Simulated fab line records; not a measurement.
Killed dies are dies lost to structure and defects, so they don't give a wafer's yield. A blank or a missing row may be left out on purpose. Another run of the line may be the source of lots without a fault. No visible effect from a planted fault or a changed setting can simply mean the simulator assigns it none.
Comparing a struck lot with a sound one | flow n5Finfet | 37 steps out of a route of 1938
Sound: these wafers, L877.2, L877.5, L877.6. Wafers L878.4, L878.5, L878.6 were the ones struck. At the end, the cause is stated.
At each step with rows: each side's tool, then ch and its chambers, then its first start. Under that, the readings that differ: sound wafers | struck wafers | difference of the means | sigmas: that difference in standard deviations of wafers without a fault.
alike: readings with means less than 2 such deviations apart, plus words and numbers identical on both sides. not compared: withheld readings, readings lacking a value on some wafer, bounds such as >300 that could conceal the same value, and numbers that have no deviation in the record and whose values overlap.
The two part at a step that has a row with sigmas, a row that says differs or no value, or rows on one side only. Numbers that don't overlap but have no deviation are shown without sigmas and don't part them. A reading that every wafer of one side lacks parts them only if that side has two wafers or more.

first, 8 steps without rows for these wafers: N5_BEOL_M1_ECD_50 (material Cu, target thk 300 nm); N5_BEOL_M1_ANNEAL_51 (time 90 s); N5_BEOL_M1_CMP_52 (polishes, stops on SiOC, t overpolish 6.8 s, target thk 40 nm); N5_BEOL_M1_PRE_CLEAN_60 (time 15 s); N5_BEOL_M1_CO_CAP_55 (material Co, precursor CCTBA/H2, target thk 2 nm, time 102.1 s); N5_BEOL_M1_PRE_CLEAN_56 (time 15 s); N5_BEOL_M1_DEP_57 (deposits SiCN from 3MS/NH3, target thk 8 nm, time 14 s); N5_BEOL_M2_ILD_DEP_00 (deposits SiOC from DEMS/O2, target thk 79 nm, time 15.3 s).
N5_BEOL_M2_PECVD_72: deposits SiO2 from TEOS/O2, target thk 16 nm, time 18 s.
  sound on pecvd-04 ch 0,1, day 10 09:47; struck on pecvd-04 ch 0,1,2, day 10 20:59
reading                                   | sound                | struck               | difference | sigmas
susceptorTempC (C)                        | 399.83 400.16 399.62 | 413.94 414.99 413.94 | +14.42     | +63
model.SiO2_of_BEOL_M2_PECVD_72.thkNm (nm) | 15.6 16.2 16         | 14.8 14.6 14.8       | -1.2       | 
  alike: chamberPressureTorr, heaterPowerW, showerheadPlenumPTorr, throttleValvePct
then, 25 steps without rows for these wafers: N5_BEOL_M2_HM_DEP_02 (deposits TiN, target thk 20 nm); N5_BEOL_M2_COAT_61 (time 60 s, resist thk 60 nm); N5_BEOL_M2_COAT_62 (time 60 s, resist thk 12 nm); N5_BEOL_M2_COAT_73 (time 60 s, resist thk 5 nm); N5_BEOL_M2_COAT_05 (resist thk 30 nm); N5_BEOL_M2_EBR_07; N5_BEOL_M2_SOFTBAKE_06 (time 60 s); N5_BEOL_M2_EXPOSE_08 (exposes mask M2); N5_BEOL_M2_PEB_09 (peb time 60 s); N5_BEOL_M2_DEVELOP_10 (develop time 30 s); N5_BEOL_M2_DESCUM_16 (chemistry O2, time 7 s); N5_BEOL_M2_ETCH_74 (etches underlayer in N2/H2, target depth 6.5 nm, time 5.2 s); N5_BEOL_M2_ETCH_63 (etches SiARC in CF4, target depth 15.6 nm, time 26 s); N5_BEOL_M2_ETCH_64 (etches SOC in N2/H2, target depth 75 nm, overetch 22.5 nm, time 121.9 s); N5_BEOL_M2_STRIP_65 (strips in N2/H2); N5_BEOL_M2_STRIP_75 (strips in N2/H2); N5_BEOL_M2_STRIP_66 (strips in CF4); N5_BEOL_M2_HM_OPEN_17 (chemistry Cl2/BCl3, target TiN, target depth 20 nm, overetch 6 nm); N5_BEOL_M2_STRIP_19 (strips in O2); N5_BEOL_M2_COAT_67 (time 60 s, resist thk 60 nm); N5_BEOL_M2_COAT_68 (time 60 s, resist thk 12 nm); N5_BEOL_M2_COAT_76 (time 60 s, resist thk 5 nm); N5_BEOL_M2_COAT_22 (resist thk 30 nm); N5_BEOL_M2_EBR_24; N5_BEOL_M2_SOFTBAKE_23 (time 60 s).
N5_BEOL_M2_HM_STRIP_39: strips TiN in peroxide tin strip, target depth 25 nm, time 158 s.
  sound on wetBench-06 ch 0,4,6, day 10 13:53; struck on wetBench-01 ch 0,5,6, day 11 07:02
reading                                   | sound      | struck         | difference | sigmas
model.SiO2_of_BEOL_M2_PECVD_72.thkNm (nm) | 15.6 16 16 | 14.8 14.4 14.6 | -1.3       | 
N5_BEOL_M4_RC_MEAS_101:
  sound on prober-02 ch 0, day 11 20:04; struck on prober-02 ch 0, day 12 05:38
  alike: DIBL_N, DIBL_P, IOFF_N, IOFF_P, ION_N, ION_P, SS_N, SS_P, VT_N, VT_P
next, for these wafers, 1 step has no rows: N5_PASSIVATION_PROBE_49.

## WHERE THEY PART
At N5_BEOL_M2_PECVD_72 and nowhere else, as far as this record goes. Later steps at which nothing parts them and some readings are alike: N5_BEOL_M4_RC_MEAS_101.

WHY: whatever the simulator had introduced
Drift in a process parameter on pecvd-04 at N5_BEOL_M2_PECVD_72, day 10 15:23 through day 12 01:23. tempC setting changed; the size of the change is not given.
